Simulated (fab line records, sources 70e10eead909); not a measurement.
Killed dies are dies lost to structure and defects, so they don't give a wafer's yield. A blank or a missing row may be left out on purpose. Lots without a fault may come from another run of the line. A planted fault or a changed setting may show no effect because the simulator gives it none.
Problem report in the 8D (eight disciplines) form, filled by code | flow nand_harc | the parts of the form that need people (team, actions taken, sign-off) are left out

1. THE PROBLEM
run_length_s at NHARC_A_WL_FILL_ETCHBACK_04 reads a mean of 132.2 s on 5 wafers of 3 lots; wafers without a fault read 141.6 s with a standard deviation of 0.5. That is -19 standard deviations from the usual mean.
The step: etches the open film in NF3, target depth 60 nm, time 120 s.
First seen on wafer L937.2, day 17 13:49, on rie_metal-02. The record holds 39 wafers of 13 lots with a number at this step. Rule for "out", or "out of limits": more than 4 standard deviations from the usual mean. The other wafers with a number count as sound.

2. WHAT IT IS AND WHAT IT IS NOT
question                    | is                                     | is not
which readings at this step | run_length_s                           | drypump_motor_current_A, oes_product_au
which lots                  | L937, L940, L941                       | L928, L929, L930, L936, L943, L944, L947, L948, L950, L951
which wafers of those lots  | L937.2, L937.5, L940.4, L940.5, L941.3 | L937.6, L940.3, L941.2, L941.4
read on which tools         | rie_metal-02                           | rie_metal-01, rie_metal-03
when                        | from day 17 13:49                      | up to then (13 sound wafers); but 21 sound wafers of L940, L941, L943, L944, L947, L948, L950, L951 came after

3. SUSPECTS, AND WHAT RULES EACH OUT
Counting: a tool at a process step up to the reading stays a suspect if it ran every lot that is out. Sound lots after the first of them don't rule it out here, since some wafers of a struck lot are sound.
- rie_metal-02 at NHARC_A_WL_FILL_ETCHBACK_04 (etches the open film in NF3, target depth 60 nm, time 120 s): kept. It ran every lot that is out, first L937 (day 17 13:49); its last sound lot up to then is L929 (day 15 07:03). Its own readings are out on those wafers: run_length_s.
- Within rie_metal-02 at NHARC_A_WL_FILL_ETCHBACK_04: the wafers that are out ran in chamber 0; their sound lot-mates ran in chamber 1.
Left after counting: rie_metal-02 at NHARC_A_WL_FILL_ETCHBACK_04.

4. THE CAUSE (what the simulator had put in)
Process parameter drift: rie_metal-02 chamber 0, from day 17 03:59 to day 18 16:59, at NHARC_A_WL_FILL_ETCHBACK_04. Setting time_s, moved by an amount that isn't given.
Counting left only this tool.

5. THE CHAIN OF EFFECTS, in route order
Each row: a reading whose mean over the struck wafers that have a number lies more than 3 standard deviations from the usual. Only readings for which the record gives a usual standard deviation are gone through. hours: the time from each lot's start at the first step in this table that gives one to its start at this step, as a median over the lots. sigmas: the change in usual standard deviations.
hours | step                        | reading      | usual   | on struck wafers | change | sigmas
0     | NHARC_A_WL_FILL_ETCHBACK_04 | run_length_s | 141.6 s | 132.2            | -9.4   | -19
The process steps in it:
- NHARC_A_WL_FILL_ETCHBACK_04: etches the open film in NF3, target depth 60 nm, time 120 s.

6. WHAT WOULD HAVE CAUGHT IT SOONER
In this record the first reading out of limits was taken at day 17 13:49, 10 hours after the fault began at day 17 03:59.
